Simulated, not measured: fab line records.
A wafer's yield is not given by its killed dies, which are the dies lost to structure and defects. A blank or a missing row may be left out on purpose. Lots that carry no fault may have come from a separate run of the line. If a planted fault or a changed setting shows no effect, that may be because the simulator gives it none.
fab line records	flow n5-finfet
record lots=7	wafers=39
route steps=1938 shown MOL_CONTACT_COAG@579 BEOL_M2@879 BEOL_M4@1037 BEOL_M7@1263 BEOL_M9@1401
start-h: the number of hours between the record's first day and the start of the first shown wafer of the lot	wait-h: time in hours since the lot's previous step	" repeats the value in the row above	L1.1+2: one row covering several wafers at once	- value missing, or start not given	* or withheld: withheld	< > ~ a bound
route shown NAME@n: a module of which the file shows steps, and the number in the route of the first	usual: mean/standard deviation taken from wafers without a fault	same: alike in all rows	chamber/n: place in a boat	sites: per-site readings	_std_site: their standard deviation	_edge_site: mean of outer sites minus mean of inner sites	radius-mm: for every site, how far away it sits from the centre of the wafer	mask NAME#n: copy n	behind: the most recent tool/chamber to have shaped the wafer	hold: the reason the lot was held/the length of the hold in hours/how it ended	device: the transistor (n, p or np) that didn't switch	end of line: tests of these same wafers at the route's end	step lacking rows: just its recipe	killed: not the wafer's yield, but the dies lost to structure and defects at the first sort	map: a wafer's dies, x killed, . not, _ none there
set.NAME: setting as actually run; set.NAME@STEP: the setting as run at that earlier step	model.NAME: the simulator's own value behind a step, which no gauge read
lots where settings were altered on purpose, with a table for each step and a row for each wafer
## steps
# step N5_MOL_CONTACT_COAG_ALD_131
# recipe material=SiO2	target-thk-a=50	temp-c=100	ald-precursor-family=BDEAS	ald-co-reactant=O2-plasma	pulse-time-s=1	co-reactant-pulse-time-s=1	purge-time-s=2	co-reactant-purge-time-s=2	ald-cycles=35	pressure-torr=2
lot.wafer	tool	chamber	start-h	wait-h	set.ald-cycles	model.SiO2_of_MOL_CONTACT_COAG_ALD_131.thk-nm
L075.1+2+5	ald-sin-03	3,0,0	108.73	0.1	46	6.6
L075.3+4+6	"	2,1,3	"	"	35	5
L076.1+4+5	ald-sin-02	2,1,2	114.73	0.3	35	5
L076.2+3+6	"	3,0,3	"	"	25	3.6
L077.1+2+3+4+5+6	ald-sin-03	1,0,3,2,0,3	118.41	0.1	35	5
L078.1+3+4	ald-sin-03	3,2,1	123.44	0.1	35	5
L078.2+5+6	"	0,3,2	"	"	52	7.4
L080.1+2+5	ald-sin-03	1,0,0	133.86	0.1	49	7
L080.3+4+6	"	2,3,3	"	"	35	5
L088.2+3+5	ald-sin-02	2,0,3	182.84	0.1	35	5
L089.1+3+5	ald-sin-02	2,1,0	191.17	0.5	20	2.8
L089.2+4+6	"	3,0,1	"	"	35	5
# step N5_BEOL_M2_DESCUM_33
# recipe chemistry=O2	time-s=7	source-power-w=50	bias-power-w=20	pressure-mtorr=20	rf-frequency-hz=2.712e+07	temp-c=40	resist=CAR-EUV	o2-flow-sccm=225
lot.wafer	tool	chamber	start-h	wait-h	set.time-s	model.CAR-EUV_of_BEOL_M2_COAT_22.thk-nm
L075.1+2+3	rie-diel-02	3,1,2	141.80	0.0	10.66	24.4
L075.4+5	"	0,1	"	"	7	26.2
L075.6	"	0	"	"	7	26
L076.1+3	rie-diel-02	3,1	145.73	0.1	7	26.2
L076.2+5+6	"	2,3,0	"	"	3.391	28
L076.4	"	0	"	"	7	26
L077.1+3	rie-diel-02	1,0	153.62	0.0	7	26
L077.2+6	"	2,3	"	"	3.131	28
L077.4	"	3	"	"	3.131	28.2
L077.5	"	0	"	"	7	26.2
L078.1+2+6	rie-diel-05	2,1,1	154.16	0.0	9.715	24.8
L078.3+4+5	"	0,3,0	"	"	7	26.2
L080.1+3	rie-diel-05	3,0	178.67	0.0	7	26.2
L080.2	"	2	"	"	7	26
L080.4+5+6	"	1,3,0	"	"	10.81	24.2
L088.2+3+5	rie-diel-04	3,1,1	217.27	0.3	7	26
L089.1+2+3+4+5+6	rie-diel-05	2,1,0,0,2,1	230.75	0.0	7	26
# step N5_BEOL_M2_ETCH_77
# recipe chemistry=N2/H2	target=underlayer	target-depth-a=65	mask-material=CAR-EUV	time-s=5.2	ion-energy-ev=200	pressure-mtorr=30	source-w=840	bias-w=150	n2-flow-sccm=200	h2-flow-sccm=200	ends=cleared
lot.wafer	tool	chamber	start-h	wait-h	set.time-s@BEOL_M2_DESCUM_33	model.CAR-EUV_of_BEOL_M2_COAT_22.thk-nm
L075.1+2+3	rie-diel-02	3,1,2	141.84	0.0	10.66	18.6
L075.4+6	"	0	"	"	7	20.4
L075.5	"	1	"	"	7	20.6
L076.1+3	rie-diel-02	3,1	145.77	0.0	7	20.4
L076.2+5+6	"	2,3,0	"	"	3.391	22.2
L076.4	"	0	"	"	7	20.2
L077.1+3+5	rie-diel-02	1,0,0	153.65	0.0	7	20.4
L077.2+4+6	"	2,3,3	"	"	3.131	22.4
L078.1+6	rie-diel-05	2,1	154.19	0.0	9.715	19
L078.2	"	1	"	"	9.715	19.2
L078.3+4+5	"	0,3,0	"	"	7	20.4
L080.1+2+3	rie-diel-05	3,2,0	178.70	0.0	7	20.4
L080.4+5+6	"	1,3,0	"	"	10.81	18.4
L088.2+3	rie-diel-04	3,1	217.31	0.0	7	20.4
L088.5	"	1	"	"	7	20.2
L089.1+2+3+4	rie-diel-05	2,1,0,0	230.78	0.0	7	20.2
L089.5+6	"	2,1	"	"	7	20.4
# step N5_BEOL_M2_ETCH_69
# recipe chemistry=CF4	target=SiARC	target-depth-a=156	mask-material=CAR-EUV	time-s=26	ion-energy-ev=80	pressure-mtorr=40	source-w=545	bias-w=36	Ar_flow_sccm=100	cf4-flow-sccm=100	ends=cleared
# step N5_BEOL_M2_ALD_98
# recipe material=SiO2	target-thk-a=25	temp-c=100	ald-precursor-family=BDEAS	ald-co-reactant=O2-plasma	pulse-time-s=1	co-reactant-pulse-time-s=1	purge-time-s=2	co-reactant-purge-time-s=2	ald-cycles=17	pressure-torr=2
# step N5_BEOL_M2_ETCHBACK_99
# recipe chemistry=CHF3	target=SiO2	target-depth-a=50	time-s=10.4	source-w=215	bias-w=47	Ar_flow_sccm=200	CHF3_flow_sccm=12	ion-energy-ev=100	pressure-mtorr=30
lot.wafer	tool	chamber	start-h	wait-h	set.time-s@BEOL_M2_DESCUM_33	model.CAR-EUV_of_BEOL_M2_COAT_22.thk-nm
L075.1+2+3	rie-diel-05	3,1,2	147.03	5.0	10.66	8.8
L075.4+5	"	0	"	"	7	10.6
L075.6	"	3	"	"	7	10.4
L076.1+3	rie-diel-02	3,1	151.95	6.0	7	10.6
L076.2+5+6	"	2,3,0	"	"	3.391	12.2
L076.4	"	0	"	"	7	10.4
L077.1+3+5	rie-diel-02	1,2,1	168.19	13.3	7	10.4
L077.2+4+6	"	0,3,2	"	"	3.131	12.4
L078.1+2+6	rie-diel-02	2,0,2	168.66	13.7	9.715	9.2
L078.3+5	"	3	"	"	7	10.4
L078.4	"	1	"	"	7	10.6
L080.1+2+3	rie-diel-02	3,2,0	179.60	0.3	7	10.4
L080.4+5+6	"	1,2,1	"	"	10.81	8.6
L088.2+3+5	rie-diel-02	3,2,2	233.42	16.0	7	10.4
L089.1+2+3+4+5+6	rie-diel-02	3,1,2,0,3,2	236.90	6.0	7	10.4
# step N5_BEOL_M4_DESCUM_16
# recipe chemistry=O2	time-s=7	source-power-w=50	bias-power-w=20	pressure-mtorr=20	rf-frequency-hz=2.712e+07	temp-c=40	resist=CAR-EUV	o2-flow-sccm=225
lot.wafer	tool	chamber	start-h	wait-h	set.time-s	model.CAR-EUV_of_BEOL_M4_COAT_05.thk-nm
L075.1+2	rie-diel-02	2,1	174.08	0.1	7	26
L075.3+4+5	"	3,0,0	"	"	5.847	26.6
L075.6	"	1	"	"	7	26.2
L076.1	rie-diel-05	1	174.55	0.2	7	26.2
L076.2+4+6	"	3,2,1	"	"	8.929	25.2
L076.3+5	"	0,2	"	"	7	26
L077.1+3+6	rie-diel-02	3,2,1	184.06	0.0	10.03	24.6
L077.2+4+5	"	0,1,2	"	"	7	26
L078.1+3+5	rie-diel-02	0,2,3	184.30	0.0	7	26
L078.2+4+6	"	3,1,2	"	"	10.82	24
L080.1+5	rie-diel-05	0,2	209.31	0.1	8.826	25
L080.2+6	"	2,1	"	"	7	26
L080.3	"	3	"	"	8.826	25.2
L080.4	"	1	"	"	7	26.2
L088.2+3+5	rie-diel-04	1,2,2	248.61	0.0	7	26
L089.1+4+6	rie-diel-05	2,1,3	264.19	0.2	8.174	25.4
L089.2+3	"	0,3	"	"	7	26
L089.5	"	2	"	"	7	26.2
# step N5_BEOL_M4_ETCH_74
# recipe chemistry=N2/H2	target=underlayer	target-depth-a=65	mask-material=CAR-EUV	time-s=5.2	ion-energy-ev=200	pressure-mtorr=30	source-w=840	bias-w=150	n2-flow-sccm=200	h2-flow-sccm=200	ends=cleared
lot.wafer	tool	chamber	start-h	wait-h	set.time-s@BEOL_M4_DESCUM_16	model.BEOL_M4.cd-offset-nm
L075.1+2	rie-diel-02	2,1	174.11	0.0	7	0.2
L075.3+5	"	3,0	"	"	5.847	0
L075.4	"	0	"	"	5.847	0.2
L075.6	"	1	"	"	7	0
L076.1	rie-diel-05	1	174.58	0.0	7	-0.4
L076.2+4+6	"	3,2,1	"	"	8.929	0
L076.3+5	"	0,2	"	"	7	-0.2
L077.1+3	rie-diel-02	3,2	184.09	0.0	10.03	0.4
L077.2+4	"	0,1	"	"	7	0
L077.5	"	2	"	"	7	-0.2
L077.6	"	1	"	"	10.03	0.2
L078.1+5	rie-diel-02	0,3	184.34	0.0	7	-0.2
L078.2+4+6	"	3,1,2	"	"	10.82	0.4
L078.3	"	2	"	"	7	0
L080.1	rie-diel-05	0	209.34	0.0	8.826	0.2
L080.2+4+6	"	2,1,1	"	"	7	0
L080.3+5	"	3,2	"	"	8.826	0.4
L088.2	rie-diel-04	1	248.64	0.0	7	0.2
L088.3+5	"	2	"	"	7	0
L089.1+4	rie-diel-05	2,1	264.23	0.0	8.174	0
L089.2+3	"	0,3	"	"	7	0
L089.5	"	2	"	"	7	-0.2
L089.6	"	3	"	"	8.174	0.2
# step N5_BEOL_M4_ETCH_63
# recipe chemistry=CF4	target=SiARC	target-depth-a=156	mask-material=CAR-EUV	time-s=26	ion-energy-ev=80	pressure-mtorr=40	source-w=545	bias-w=36	Ar_flow_sccm=100	cf4-flow-sccm=100	ends=cleared
lot.wafer	tool	chamber	start-h	wait-h	set.time-s@BEOL_M4_DESCUM_16	model.CAR-EUV_of_BEOL_M4_COAT_05.thk-nm	model.BEOL_M4.cd-offset-nm
L075.1	rie-diel-02	2	174.13	0.0	7	11.2	0.2
L075.2	"	1	"	"	7	11	0
L075.3+4	"	3,0	"	"	5.847	11.6	0
L075.5	"	0	"	"	5.847	11.8	-0.2
L075.6	"	1	"	"	7	11.2	0
L076.1	rie-diel-05	1	174.60	0.0	7	11.2	-0.4
L076.2+4	"	3,2	"	"	8.929	10.2	0
L076.3+5	"	0,2	"	"	7	11.2	-0.2
L076.6	"	1	"	"	8.929	10.2	-0.2
L077.1+6	rie-diel-02	3,1	184.11	0.0	10.03	9.6	0.2
L077.2+4+5	"	0,1,2	"	"	7	11	-0.2
L077.3	"	2	"	"	10.03	9.6	0.4
L078.1+3+5	rie-diel-02	0,2,3	184.35	0.0	7	11	-0.2
L078.2	"	3	"	"	10.82	9	0.2
L078.4+6	"	1,2	"	"	10.82	9.2	0.4
L080.1	rie-diel-05	0	209.36	0.0	8.826	10.2	0.2
L080.2+4	"	2,1	"	"	7	11.2	0
L080.3+5	"	3,2	"	"	8.826	10.2	0.4
L080.6	"	1	"	"	7	11	-0.2
L088.2	rie-diel-04	1	248.66	0.0	7	11	0.2
L088.3+5	"	2	"	"	7	11	0
L089.1	rie-diel-05	2	264.24	0.0	8.174	10.6	0
L089.2+3	"	0,3	"	"	7	11.2	0
L089.4	"	1	"	"	8.174	10.4	0
L089.5	"	2	"	"	7	11.2	-0.2
L089.6	"	3	"	"	8.174	10.6	0.2
# step N5_BEOL_M7_ILD_DEP_00
# recipe material=SiCOH_lowk	target-thk-a=1797.5	temp-c=300	precursor=DEMS/porogen	pressure-torr=5	rf-w=500	time-s=33.4
lot.wafer	tool	chamber	start-h	wait-h	set.time-s	model.SiCOH_lowk_of_BEOL_M7_ILD_DEP_00.thk-nm
L075.1	pecvd-01	2	211.55	0.1	33.4	178.2
L075.2	"	0	"	"	33.4	179.2
L075.3	"	1	"	"	33.4	177.4
L075.4	"	0	"	"	33.4	181.8
L075.5	"	1	"	"	33.4	177.8
L075.6	"	2	"	"	33.4	180
L076.1	pecvd-04	1	212.19	0.0	40.69	216.8
L076.2	"	2	"	"	33.4	180.8
L076.3	"	0	"	"	40.69	216.2
L076.4	"	2	"	"	33.4	183
L076.5	"	1	"	"	33.4	181.8
L076.6	"	0	"	"	40.69	221.4
L077.1	pecvd-03	2	231.53	0.0	33.4	181.6
L077.2	"	0	"	"	33.4	182.8
L077.3	"	1	"	"	33.4	182.6
L077.4	"	0	"	"	33.4	186.6
L077.5	"	2	"	"	33.4	186.2
L077.6	"	1	"	"	33.4	184.8
L078.1+4	pecvd-03	0	241.95	0.0	21.32	120.6
L078.2	"	2	"	"	21.32	116.6
L078.3	"	1	"	"	33.4	179.8
L078.5	"	2	"	"	33.4	184.6
L078.6	"	1	"	"	33.4	182.8
L080.1	pecvd-04	0	253.11	0.0	33.4	181.2
L080.2	"	1	"	"	33.4	182.4
L080.3+5	"	2,0	"	"	33.4	180.6
L080.4	"	2	"	"	33.4	183.6
L080.6	"	1	"	"	33.4	181.4
L088.2	pecvd-04	0	296.95	0.0	33.4	179.2
L088.3	"	1	"	"	33.4	178.2
L088.5	"	1	"	"	33.4	181.2
L089.1	pecvd-01	1	303.54	0.0	33.4	178.8
L089.2	"	0	"	"	48.94	260.6
L089.3	"	2	"	"	48.94	260.2
L089.4	"	0	"	"	48.94	266.4
L089.5	"	1	"	"	33.4	181.6
L089.6	"	2	"	"	33.4	181.4
# step N5_BEOL_M7_CURE_74
# recipe temp-c=385	time-s=240	ambient=He/Ar	material=SiCOH_lowk
lot.wafer	tool	chamber	start-h	wait-h	set.time-s@BEOL_M7_ILD_DEP_00	model.SiCOH_lowk_of_BEOL_M7_ILD_DEP_00.thk-nm
L075.1	uv-cure-01	2	211.74	0.2	33.4	153.6
L075.2	"	2	"	"	33.4	154.6
L075.3	"	2	"	"	33.4	153
L075.4	"	2	"	"	33.4	156.8
L075.5	"	2	"	"	33.4	153.4
L075.6	"	2	"	"	33.4	155.2
L076.1	uv-cure-02	2	212.26	0.0	40.69	187.4
L076.2	"	2	"	"	33.4	155.8
L076.3	"	2	"	"	40.69	186.8
L076.4	"	2	"	"	33.4	157.8
L076.5	"	2	"	"	33.4	156.8
L076.6	"	2	"	"	40.69	191.4
L077.1	uv-cure-02	0	231.59	0.0	33.4	156.6
L077.2	"	0	"	"	33.4	157.6
L077.3	"	0	"	"	33.4	157.4
L077.4	"	0	"	"	33.4	161
L077.5	"	0	"	"	33.4	160.6
L077.6	"	0	"	"	33.4	159.4
L078.1+4	uv-cure-01	2	242.01	0.0	21.32	103.6
L078.2	"	2	"	"	21.32	100.2
L078.3	"	2	"	"	33.4	155
L078.5	"	2	"	"	33.4	159.2
L078.6	"	2	"	"	33.4	157.6
L080.1	uv-cure-02	2	253.18	0.0	33.4	156.2
L080.2	"	2	"	"	33.4	157.4
L080.3	"	2	"	"	33.4	155.8
L080.4	"	2	"	"	33.4	158.4
L080.5	"	2	"	"	33.4	155.6
L080.6	"	2	"	"	33.4	156.4
L088.2	uv-cure-02	1	297.10	0.1	33.4	154.6
L088.3	"	1	"	"	33.4	153.6
L088.5	"	1	"	"	33.4	156.2
L089.1	uv-cure-03	2	303.81	0.3	33.4	154.2
L089.2	"	2	"	"	48.94	225.6
L089.3	"	2	"	"	48.94	225.4
L089.4	"	2	"	"	48.94	230.8
L089.5	"	2	"	"	33.4	156.6
L089.6	"	2	"	"	33.4	156.4
# step N5_BEOL_M7_THK_MEAS_01
# recipe reads=SiCOH_lowk_of_BEOL_M7_ILD_DEP_00
# usual M7_ILD_THK=156.3/2
lot.wafer	tool	chamber	start-h	wait-h	set.time-s@BEOL_M7_ILD_DEP_00	M7_ILD_THK[nm]
L075.1	film-metro-01	-	212.26	0.4	33.4	153.7
L075.2	"	-	"	"	33.4	154.5
L075.3	"	-	"	"	33.4	152.8
L075.4	"	-	"	"	33.4	156.8
L075.5	"	-	"	"	33.4	153.4
L075.6	"	-	"	"	33.4	155.2
L076.1	film-metro-02	-	212.77	0.4	40.69	187.5
L076.2	"	-	"	"	33.4	155.8
L076.3	"	-	"	"	40.69	186.8
L076.4	"	-	"	"	33.4	157.9
L076.5	"	-	"	"	33.4	156.8
L076.6	"	-	"	"	40.69	191.3
L077.1	film-metro-02	-	232.10	0.4	33.4	156.5
L077.2	"	-	"	"	33.4	157.6
L077.3	"	-	"	"	33.4	157.2
L077.4	"	-	"	"	33.4	160.9
L077.5	"	-	"	"	33.4	160.7
L077.6	"	-	"	"	33.4	159.4
L078.1	film-metro-01	-	243.00	0.8	21.32	103.7
L078.2	"	-	"	"	21.32	100.1
L078.3	"	-	"	"	33.4	155.0
L078.4	"	-	"	"	21.32	103.5
L078.5	"	-	"	"	33.4	159.3
L078.6	"	-	"	"	33.4	157.4
L080.1	film-metro-01	-	253.69	0.4	33.4	156.1
L080.2	"	-	"	"	33.4	157.4
L080.3	"	-	"	"	33.4	155.9
L080.4	"	-	"	"	33.4	158.3
L080.5	"	-	"	"	33.4	155.5
L080.6	"	-	"	"	33.4	156.6
L088.2	film-metro-01	-	297.53	0.4	33.4	154.5
L088.3	"	-	"	"	33.4	153.6
L088.5	"	-	"	"	33.4	156.2
L089.1	film-metro-02	-	304.33	0.4	33.4	154.2
L089.2	"	-	"	"	48.94	225.6
L089.3	"	-	"	"	48.94	225.5
L089.4	"	-	"	"	48.94	231.1
L089.5	"	-	"	"	33.4	156.7
L089.6	"	-	"	"	33.4	156.5
# step N5_BEOL_M9_ILD_DEP_00
# recipe material=SiCOH_lowk	target-thk-a=3085.1	temp-c=300	precursor=DEMS/porogen	pressure-torr=5	rf-w=500	time-s=58
lot.wafer	tool	chamber	start-h	wait-h	set.target-thk-a	model.SiCOH_lowk_of_BEOL_M9_ILD_DEP_00.thk-nm
L075.1	pecvd-01	1	230.33	0.0	1757	173.8
L075.2	"	0	"	"	3085.1	307.8
L075.3	"	2	"	"	1757	177.8
L075.4	"	1	"	"	1757	177.2
L075.5	"	0	"	"	3085.1	312.2
L075.6	"	2	"	"	3085.1	311.2
L076.1	pecvd-02	1	230.95	0.0	4739	465.2
L076.2	"	0	"	"	3085.1	300.4
L076.3	"	0	"	"	3085.1	308.2
L076.4	"	1	"	"	4739	472.8
L076.5	"	0	"	"	4739	472.2
L076.6	"	1	"	"	3085.1	309
L077.1	pecvd-03	0	249.85	0.0	3085.1	302.4
L077.2	"	1	"	"	3085.1	300.2
L077.3	"	2	"	"	2518	246.6
L077.4	"	2	"	"	3085.1	309.4
L077.5	"	1	"	"	2518	248.6
L077.6	"	0	"	"	2518	251.6
L078.1	pecvd-01	0	260.24	0.0	4832	486.8
L078.2	"	1	"	"	3085.1	310.2
L078.3	"	2	"	"	3085.1	310
L078.4	"	0	"	"	3085.1	318.6
L078.5	"	1	"	"	4832	489.8
L078.6	"	2	"	"	4832	494
L080.1	pecvd-02	0	269.58	0.0	2583	256.4
L080.2	"	1	"	"	3085.1	310.4
L080.3	"	2	"	"	3085.1	306.4
L080.4	"	0	"	"	2583	254.8
L080.5	"	2	"	"	2583	262
L080.6	"	1	"	"	3085.1	309
L088.2	pecvd-01	0	314.34	0.0	3085.1	310.2
L088.3	"	2	"	"	3085.1	307.8
L088.5	"	1	"	"	3085.1	310
L089.1	pecvd-02	0	320.85	0.0	3085.1	300.2
L089.2	"	2	"	"	3085.1	302
L089.3	"	1	"	"	1760	173.4
L089.4	"	2	"	"	1760	175.4
L089.5	"	0	"	"	1760	174
L089.6	"	1	"	"	3085.1	307.2
# step N5_BEOL_M9_CURE_71
# recipe temp-c=385	time-s=240	ambient=He/Ar	material=SiCOH_lowk
lot.wafer	tool	chamber	start-h	wait-h	set.target-thk-a@BEOL_M9_ILD_DEP_00	model.SiCOH_lowk_of_BEOL_M9_ILD_DEP_00.thk-nm
L075.1	uv-cure-01	2	230.40	0.0	1757	149.8
L075.2	"	2	"	"	3085.1	267.2
L075.3	"	2	"	"	1757	153.2
L075.4	"	2	"	"	1757	152.8
L075.5	"	2	"	"	3085.1	271.4
L075.6	"	2	"	"	3085.1	270.4
L076.1	uv-cure-03	2	231.05	0.1	4739	407.6
L076.2	"	2	"	"	3085.1	260.8
L076.3	"	2	"	"	3085.1	267.8
L076.4	"	2	"	"	4739	414.6
L076.5	"	2	"	"	4739	413.8
L076.6	"	2	"	"	3085.1	268.6
L077.1	uv-cure-01	2	249.92	0.0	3085.1	262.6
L077.2	"	2	"	"	3085.1	260.6
L077.3	"	2	"	"	2518	213.4
L077.4	"	2	"	"	3085.1	268.8
L077.5	"	2	"	"	2518	215.2
L077.6	"	2	"	"	2518	217.8
L078.1	uv-cure-03	0	260.42	0.2	4832	427
L078.2	"	0	"	"	3085.1	269.6
L078.3	"	0	"	"	3085.1	269.4
L078.4	"	0	"	"	3085.1	277
L078.5	"	0	"	"	4832	429.8
L078.6	"	0	"	"	4832	433.6
L080.1	uv-cure-03	1	269.86	0.3	2583	222
L080.2	"	1	"	"	3085.1	269.6
L080.3	"	1	"	"	3085.1	266.2
L080.4	"	1	"	"	2583	220.6
L080.5	"	1	"	"	2583	227
L080.6	"	1	"	"	3085.1	268.4
L088.2	uv-cure-02	0	314.50	0.1	3085.1	269.6
L088.3	"	0	"	"	3085.1	267.4
L088.5	"	0	"	"	3085.1	269.4
L089.1	uv-cure-03	2	320.93	0.0	3085.1	260.6
L089.2	"	2	"	"	3085.1	262.4
L089.3	"	2	"	"	1760	149.6
L089.4	"	2	"	"	1760	151.2
L089.5	"	2	"	"	1760	150
L089.6	"	2	"	"	3085.1	267
# step N5_BEOL_M9_THK_MEAS_01
# recipe reads=SiCOH_lowk_of_BEOL_M9_ILD_DEP_00
# usual M9_ILD_THK=269/3.6
lot.wafer	tool	chamber	start-h	wait-h	set.target-thk-a@BEOL_M9_ILD_DEP_00	M9_ILD_THK[nm]
L075.1	film-metro-01	-	230.92	0.4	1757	150
L075.2	"	-	"	"	3085.1	267
L075.3	"	-	"	"	1757	153
L075.4	"	-	"	"	1757	153
L075.5	"	-	"	"	3085.1	271
L075.6	"	-	"	"	3085.1	270
L076.1	film-metro-02	-	231.56	0.4	4739	408
L076.2	"	-	"	"	3085.1	261
L076.3	"	-	"	"	3085.1	268
L076.4	"	-	"	"	4739	415
L076.5	"	-	"	"	4739	414
L076.6	"	-	"	"	3085.1	268
L077.1	film-metro-01	-	250.44	0.4	3085.1	263
L077.2	"	-	"	"	3085.1	260
L077.3	"	-	"	"	2518	214
L077.4	"	-	"	"	3085.1	269
L077.5	"	-	"	"	2518	215
L077.6	"	-	"	"	2518	218
L078.1	film-metro-01	-	260.94	0.4	4832	427
L078.2	"	-	"	"	3085.1	270
L078.3	"	-	"	"	3085.1	269
L078.4	"	-	"	"	3085.1	277
L078.5	"	-	"	"	4832	430
L078.6	"	-	"	"	4832	433
L080.1	film-metro-01	-	270.37	0.4	2583	222
L080.2	"	-	"	"	3085.1	269
L080.3	"	-	"	"	3085.1	266
L080.4	"	-	"	"	2583	221
L080.5	"	-	"	"	2583	227
L080.6	"	-	"	"	3085.1	268
L088.2	film-metro-01	-	314.94	0.4	3085.1	270
L088.3	"	-	"	"	3085.1	267
L088.5	"	-	"	"	3085.1	270
L089.1	film-metro-02	-	321.44	0.4	3085.1	261
L089.2	"	-	"	"	3085.1	262
L089.3	"	-	"	"	1760	149
L089.4	"	-	"	"	1760	151
L089.5	"	-	"	"	1760	150
L089.6	"	-	"	"	3085.1	267
## key
split step=N5_MOL_CONTACT_COAG_ALD_131	setting=ald-cycles	stated=35	by=wafer
response step=N5_MOL_CONTACT_COAG_ALD_131	reading=model.SiO2_of_MOL_CONTACT_COAG_ALD_131.thk-nm	change=+0.0502	per=1%	r=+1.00
split step=N5_BEOL_M2_DESCUM_33	setting=time-s	stated=7	by=wafer
response step=N5_BEOL_M2_DESCUM_33	reading=model.CAR-EUV_of_BEOL_M2_COAT_22.thk-nm	change=-0.0354	per=1%	r=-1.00
response step=N5_BEOL_M2_ETCH_77	reading=model.CAR-EUV_of_BEOL_M2_COAT_22.thk-nm	change=-0.036	per=1%	r=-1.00
response step=N5_BEOL_M2_ETCHBACK_99	reading=model.CAR-EUV_of_BEOL_M2_COAT_22.thk-nm	change=-0.0336	per=1%	r=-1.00
split step=N5_BEOL_M4_DESCUM_16	setting=time-s	stated=7	by=wafer
response step=N5_BEOL_M4_DESCUM_16	reading=model.CAR-EUV_of_BEOL_M4_COAT_05.thk-nm	change=-0.035	per=1%	r=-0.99
response step=N5_BEOL_M4_ETCH_74	reading=model.BEOL_M4.cd-offset-nm	change=+0.00961	per=1%	r=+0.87
response step=N5_BEOL_M4_ETCH_63	reading=model.CAR-EUV_of_BEOL_M4_COAT_05.thk-nm	change=-0.0342	per=1%	r=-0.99
response step=N5_BEOL_M4_ETCH_63	reading=model.BEOL_M4.cd-offset-nm	change=+0.0102	per=1%	r=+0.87
split step=N5_BEOL_M7_ILD_DEP_00	setting=time-s	stated=33.4	by=wafer
response step=N5_BEOL_M7_ILD_DEP_00	reading=model.SiCOH_lowk_of_BEOL_M7_ILD_DEP_00.thk-nm	change=+1.74	per=1%	r=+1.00
response step=N5_BEOL_M7_CURE_74	reading=model.SiCOH_lowk_of_BEOL_M7_ILD_DEP_00.thk-nm	change=+1.52	per=1%	r=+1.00
response step=N5_BEOL_M7_THK_MEAS_01	reading=M7_ILD_THK	change=+1.52	per=1%	r=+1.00
split step=N5_BEOL_M9_ILD_DEP_00	setting=target-thk-a	stated=3085.1	by=wafer
response step=N5_BEOL_M9_ILD_DEP_00	reading=model.SiCOH_lowk_of_BEOL_M9_ILD_DEP_00.thk-nm	change=+3.08	per=1%	r=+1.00
response step=N5_BEOL_M9_CURE_71	reading=model.SiCOH_lowk_of_BEOL_M9_ILD_DEP_00.thk-nm	change=+2.73	per=1%	r=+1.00
response step=N5_BEOL_M9_THK_MEAS_01	reading=M9_ILD_THK	change=+2.73	per=1%	r=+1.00
